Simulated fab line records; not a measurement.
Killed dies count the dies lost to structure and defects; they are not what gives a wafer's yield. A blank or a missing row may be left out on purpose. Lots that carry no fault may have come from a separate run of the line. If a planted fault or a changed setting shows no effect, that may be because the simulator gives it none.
A lot that was struck, set against a sound lot | flow nandHarc | 14 out of 1302 route steps
Sound: wafers L329.1, L329.5, L329.6. Struck: wafers L336.2, L336.5. (L336.6 of the same lot was not struck and is left out.) The cause comes at the end.
Each step with rows lists, per side, the tool, then ch with its chambers, then its first start. Under that, the readings that differ: sound wafers | struck wafers | difference of the means | sigmas: that difference in standard deviations of wafers without a fault.
alike: words and numbers the same on both sides, and readings whose means are apart by under 2 such deviations; not compared: readings that were withheld, readings missing a value for some wafer, numbers with overlapping values and no deviation given by the record, and bounds like >300 which may hide the same value.
Wherever a step has rows on one side only, a row that says differs or no value, or a row with sigmas, the two part there. Non-overlapping numbers with no deviation appear without sigmas and do not part them. Lack of a reading on every wafer of one side parts them only where that side has two or more wafers.

NHARC_A_DECK1_JOINT_ETCHBACK_00: etches the open film in HBr, target depth 30 nm, time 17.4 s.
  sound on rieSi-06 ch 0,2,3, day 12 19:47; struck on rieSi-06 ch 1,3, day 15 02:37
  alike: drypumpMotorCurrentA, oesProductAu, throttleValvePct
  not compared: rfHoursCounterH
then, 8 steps without rows for these wafers: NHARC_A_DECK1_JOINT_PRECLEAN_30 (cleans in SC1); NHARC_A_DECK1_JOINT_SRD_31; NHARC_A_DECK1_JOINT_CVD_34 (deposits SiNx, target thk 20 nm); NHARC_A_DECK1_JOINT_DEP_06 (deposits SiOx, target thk 80 nm); NHARC_A_DECK1_JOINT_CURE_26 (time 32 s); NHARC_A_DECK1_JOINT_ANNEAL_27 (time 3600 s); NHARC_A_DECK1_JOINT_ANNEAL_28 (time 1800 s); NHARC_A_DECK1_JOINT_ANNEAL_29 (time 1800 s).
NHARC_A_DECK1_JOINT_CMP_02: polishes SiOx.
  sound on cmp-04 ch 2,3, day 13 17:58; struck on cmp-04 ch 0,3, day 16 00:38
  alike: motorCurrentA
following that, these wafers have no rows for 1 step: NHARC_A_DECK1_JOINT_SRD_15.
NHARC_A_DECK1_JOINT_DEP_16: deposits SiO2, target thk 45 nm.
  sound on pecvd-02 ch 1,2, day 13 18:23; struck on pecvd-02 ch 1, day 16 00:59
reading                 | sound             | struck      | difference | sigmas
mfcPrecursorSccm (sccm) | 161.2 160.6 160.5 | 118.9 118.2 | -42.2      | -80
  alike: heaterPowerW, throttleValvePct
NHARC_A_DECK1_JOINT_THK_MEAS_17: measures by ellipsometry.
  sound on filmMetro-02 at day 13 18:38; struck on filmMetro-01 at day 16 01:16
reading    | sound          | struck    | difference | sigmas
thkNm (nm) | 45.9 46.6 45.9 | 31.2 34.2 | -13.4      | -10
NHARC_A_DECK1_JOINT_INSPECT_05:
  sound on defectInspect-02 at day 13 18:40; struck on defectInspect-02 at day 16 01:19
  alike: rawDefectCount

## WHERE THEY PART
At NHARC_A_DECK1_JOINT_DEP_16 first; at NHARC_A_DECK1_JOINT_THK_MEAS_17 last (within this record only). Later steps at which nothing parts them and some readings are alike: NHARC_A_DECK1_JOINT_INSPECT_05.

WHY: whatever the simulator had introduced
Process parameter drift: pecvd-02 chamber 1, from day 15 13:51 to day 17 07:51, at NHARC_A_DECK1_JOINT_DEP_16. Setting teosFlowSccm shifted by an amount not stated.
